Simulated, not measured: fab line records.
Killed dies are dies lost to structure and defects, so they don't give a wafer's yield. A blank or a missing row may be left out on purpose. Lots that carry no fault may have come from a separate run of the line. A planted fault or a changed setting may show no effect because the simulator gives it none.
Matching of chambers || flow nand_harc || NHARC_A_STAIRCASE_TRIM_20 on rie_diel-11 has 4 sister chambers
The step chemistry O2, time 211.2 s. 4 wafers are shown with their chamber, then 9 later ones without.

EACH WAFER AND ITS CHAMBER
{"wafer": "L083.5", "chamber": 3, "drypump_motor_current_A (A)": 4.8}
{"wafer": "L088.6", "chamber": 2, "drypump_motor_current_A (A)": 6.1}
{"wafer": "L089.3", "chamber": 1, "drypump_motor_current_A (A)": 6.4}
{"wafer": "L089.4", "chamber": 0, "drypump_motor_current_A (A)": 5.9}

WAFERS WITH NO CHAMBER GIVEN
{"wafer": "L095.1", "drypump_motor_current_A (A)": 4.8}
{"wafer": "L095.4", "drypump_motor_current_A (A)": 5.9}
{"wafer": "L095.5", "drypump_motor_current_A (A)": 6.0}
{"wafer": "L096.1", "drypump_motor_current_A (A)": 4.8}
{"wafer": "L096.2", "drypump_motor_current_A (A)": 5.9}
{"wafer": "L096.4", "drypump_motor_current_A (A)": 6.0}
{"wafer": "L097.2", "drypump_motor_current_A (A)": 4.8}
{"wafer": "L097.3", "drypump_motor_current_A (A)": 6.1}
{"wafer": "L097.5", "drypump_motor_current_A (A)": 6.1}

EACH ONE'S CHAMBER
{"wafer": "L095.1", "from the rows above": 3, "in truth": 3}
{"wafer": "L095.4", "from the rows above": 0, "in truth": 0}
{"wafer": "L095.5", "from the rows above": "can't be placed: 0 or 2", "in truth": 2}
{"wafer": "L096.1", "from the rows above": 3, "in truth": 3}
{"wafer": "L096.2", "from the rows above": 0, "in truth": 0}
{"wafer": "L096.4", "from the rows above": "can't be placed: 0 or 2", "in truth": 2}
{"wafer": "L097.2", "from the rows above": 3, "in truth": 3}
{"wafer": "L097.3", "from the rows above": 2, "in truth": 2}
{"wafer": "L097.5", "from the rows above": 2, "in truth": 2}
Correct placement for 7 of the 9. These rows do not allow placing 2 (true chamber among the candidates in 2). 0 placed wrongly.
How it was worked out, from the rows above alone: a wafer's distance from a chamber is the root of the sum, over the readings, of the square of ((its reading less the chamber's mean) divided by the reading's scatter). If the next closest chamber is less than 2 further off than the closest, the wafer can't be placed; otherwise it belongs to the closest. Each chamber's mean is taken over the wafers shown for it. The scatter: with one shown wafer a chamber, the root of the mean of the squares of how far each hidden wafer lies from its nearest shown one.
